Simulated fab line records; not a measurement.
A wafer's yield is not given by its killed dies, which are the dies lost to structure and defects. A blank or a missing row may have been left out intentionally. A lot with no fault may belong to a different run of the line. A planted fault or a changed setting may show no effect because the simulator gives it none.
What tool caused it? -- flow nand harc -- Sampling: 13 lots, 39 wafers, 5 of 1302 route steps

== WHAT THE GAUGES READ, wafer by wafer ==
NHARC_A_BONDPAD_CD_MEAS_09: target cd 500 nm. Usual: cd nm reads 500.1 nm (standard deviation 2).
lot,measured,on,cd nm (nm),flag
L932,day 22 16:48,cd sem-01,501.3 497.4 502.5,
L933,day 23 20:55,cd sem-03,498.9 497.7 500.2,
L935,day 23 22:05,cd sem-02,502.2 504.0 502.2,
L936,day 24 17:44,cd sem-01,501.7 499.3 503.0,
L938,day 25 23:00,cd sem-01,503.3 504.0 499.4,
L940,day 26 09:08,cd sem-03,501.2 500.1 501.4,
L942,day 27 00:31,cd sem-03,502.1 499.2 499.9,
L946,day 29 10:13,cd sem-03,496.6 500.8 499.8,
L948,day 29 16:16,cd sem-02,503.7 500.7 501.0,
L952,day 31 18:31,cd sem-03,498.9 499.6 497.7,
L953,day 32 01:54,cd sem-03,502.5 500.9 501.9,
L954,day 32 22:16,cd sem-03,502.6 503.3 503.7,
L955,day 33 01:11,cd sem-01,502.3 503.5 499.1,

NHARC_END_SORT_01. Usual: defect limited yield 91.4 % (standard deviation 2.5); killed at array 54 (standard deviation 17); killed at other 1.0 (standard deviation 1.4); killed at periphery 3.6 (standard deviation 2.1); killed dies 58 (standard deviation 17); killed open 3.2 (standard deviation 2); killed short 2.5 (standard deviation 1.5).
lot,measured,on,defect limited yield (%),killed at array,killed at other,killed at periphery,killed dies,killed open,killed short,flag
L933,day 25 02:55,prober-02,92.2 92.6 90.3,49 46 56,1 0 3,3 4 7,53 50 66,3 4 7,1 1 1,
L946,day 30 14:57,prober-02,91.1 92.0 90.3,58 52 62,0 1 0,2 1 4,60 54 66,3 3 3,1 1 3,

== TOOL THAT RAN EACH LOT (tool first, then ch and the chambers of the sampled wafers, then the start) ==
lot,NHARC_A_M1_PVD_21,NHARC_A_M1_CMP_23,NHARC_A_BONDPAD_DEP_00
L932,"pvd sputter-02, day 22 14:26 or earlier","cmp-01 ch 0,1,3, day 22 14:26","pecvd-02 ch 0,2, day 22 15:35"
L933,"pvd sputter-03, day 23 18:37 or earlier","cmp-04 ch 0,1,3, day 23 18:37","pecvd-04 ch 0,2, day 23 19:49"
L935,"pvd sputter-03, day 23 19:35 or earlier","cmp-04 ch 0,1,2, day 23 19:35","pecvd-02 ch 1,2, day 23 20:44"
L936,"pvd sputter-03, day 24 15:14 or earlier","cmp-02 ch 1,2,3, day 24 15:14","pecvd-04 ch 0,1,2, day 24 16:38"
L938,"pvd sputter-02, day 25 20:47 or earlier","cmp-01 ch 1,2,3, day 25 20:47","pecvd-03 ch 0,1,2, day 25 22:00"
L940,"pvd sputter-03, day 26 06:44 or earlier","cmp-01 ch 0,3, day 26 06:44","pecvd-02 ch 0,1,2, day 26 08:02"
L942,"pvd sputter-03, day 26 22:04 or earlier","cmp-02 ch 1,3, day 26 22:04","pecvd-02 ch 0,1,2, day 26 23:24"
L946,"pvd sputter-01, day 29 07:40 or earlier","cmp-01 ch 0,2,3, day 29 07:40","pecvd-02 ch 0,1,2, day 29 08:59"
L948,"pvd sputter-03, day 29 13:51 or earlier","cmp-01 ch 1,3, day 29 13:51","pecvd-02 ch 0,1, day 29 15:08"
L952,"pvd sputter-03, day 31 16:07 or earlier","cmp-01 ch 0,1,3, day 31 16:07","pecvd-04 ch 0,1, day 31 17:22"
L953,"pvd sputter-03, day 31 23:40 or earlier","cmp-04 ch 0,1,2, day 31 23:40","pecvd-03 ch 1,2, day 32 00:52"
L954,"pvd sputter-02, day 32 20:01 or earlier","cmp-04 ch 0,2,3, day 32 20:01","pecvd-02 ch 0,2, day 32 21:10"
L955,"pvd sputter-03, day 32 22:39 or earlier","cmp-04 ch 1,2, day 32 22:39","pecvd-03 ch 0,1, day 32 23:49"
- NHARC_A_M1_PVD_21: deposits Cu, target thk 30 nm, time 20.49 s.
- NHARC_A_M1_CMP_23: polishes, t overpolish 20 s, target thk 154.34 nm.
- NHARC_A_BONDPAD_DEP_00: deposits SiCN, target thk 250 nm.

== WHAT THE TOOLS THEMSELVES READ (means of the sampled wafers that have a number; where no wafer has one, the mark that the record gives instead) ==
NHARC_A_M1_PVD_21. Usual: cathode dc power W 5000.0 W, standard deviation 0.88; throttle valve pct 29.7 %, standard deviation 0.95.
lot,tool,cathode dc power W (W),throttle valve pct (%),flag
L932,pvd sputter-02,5000.4,30.8,
L933,pvd sputter-03,5000.0,29.1,
L935,pvd sputter-03,4999.9,29.4,
L936,pvd sputter-03,5000.6,29.3,
L938,pvd sputter-02,5000.3,29.4,
L940,pvd sputter-03,4999.6,29.3,
L942,pvd sputter-03,5000.4,29.3,
L946,pvd sputter-01,4999.3,30.2,
L948,pvd sputter-03,5000.6,29.2,
L952,pvd sputter-03,5000.9,29.9,
L953,pvd sputter-03,5000.4,29.9,
L954,pvd sputter-02,4999.6,29.9,
L955,pvd sputter-03,4999.8,29.6,

NHARC_A_M1_CMP_23. Usual: motor current A 11.4 A, standard deviation 1.2; time to endpoint s 28.7 s, standard deviation 2.2.
lot,tool,motor current A (A),time to endpoint s (s),flag
L932,cmp-01,10.3,27.4,
L933,cmp-04,11.5,27.6,
L935,cmp-04,12.2,30.0,
L936,cmp-02,12.5,28.9,
L938,cmp-01,10.9,29.8,
L940,cmp-01,10.7,27.5,
L942,cmp-02,12.6,29.6,
L946,cmp-01,10.9,29.0,
L948,cmp-01,10.2,34.8,
L952,cmp-01,10.7,29.8,
L953,cmp-04,12.0,26.7,
L954,cmp-04,12.1,27.6,
L955,cmp-04,11.3,26.4,

NHARC_A_BONDPAD_DEP_00. Usual: heater power w 580 W, standard deviation 79; rf fwd power W 449.0 W, standard deviation 1.3; showerhead vpp V 1314 V, standard deviation 83.
lot,tool,heater power w (W),rf fwd power W (W),showerhead vpp V (V),flag
L932,pecvd-02,548,448.9,1293,
L933,pecvd-04,608,448.2,1458,
L935,pecvd-02,593,448.8,1323,
L936,pecvd-04,522,450.3,1404,
L938,pecvd-03,580,449.1,1257,
L940,pecvd-02,589,449.0,1304,
L942,pecvd-02,611,450.4,1298,
L946,pecvd-02,567,388.2,1198,OFF
L948,pecvd-02,588,328.5,1083,OFF
L952,pecvd-04,533,449.8,1383,
L953,pecvd-03,558,449.4,1285,
L954,pecvd-02,607,447.9,1304,
L955,pecvd-03,574,448.4,1277,

== THE ANSWER, worked out from the rows above alone ==
Rule: take the mean of a lot's wafers that have a number; if it is more than 3 standard deviations from the usual mean, the lot is off. Also off: a lot with no number at a reading for which 4 or more lots have one. All remaining lots with rows at the step are treated as sound. The gauges are gone through in route order, then the tools' own readings, and for those a lot's mean is taken as printed above. The first step at which some lot is off is used, and at that step the reading that is off furthest; a lot without a number counts as furthest.
Off: L946, L948, at NHARC_A_BONDPAD_DEP_00 (rf fwd power W).
If a tool, at that step or one of the process steps before it, ran each lot that is off and ran no sound lot following the first of them, it fits. With no start given for some of its lots, NHARC_A_M1_PVD_21 uses the hours and lot order of NHARC_A_M1_CMP_23. None of those tried fits.

== WHAT THE SIMULATOR PUT IN ==
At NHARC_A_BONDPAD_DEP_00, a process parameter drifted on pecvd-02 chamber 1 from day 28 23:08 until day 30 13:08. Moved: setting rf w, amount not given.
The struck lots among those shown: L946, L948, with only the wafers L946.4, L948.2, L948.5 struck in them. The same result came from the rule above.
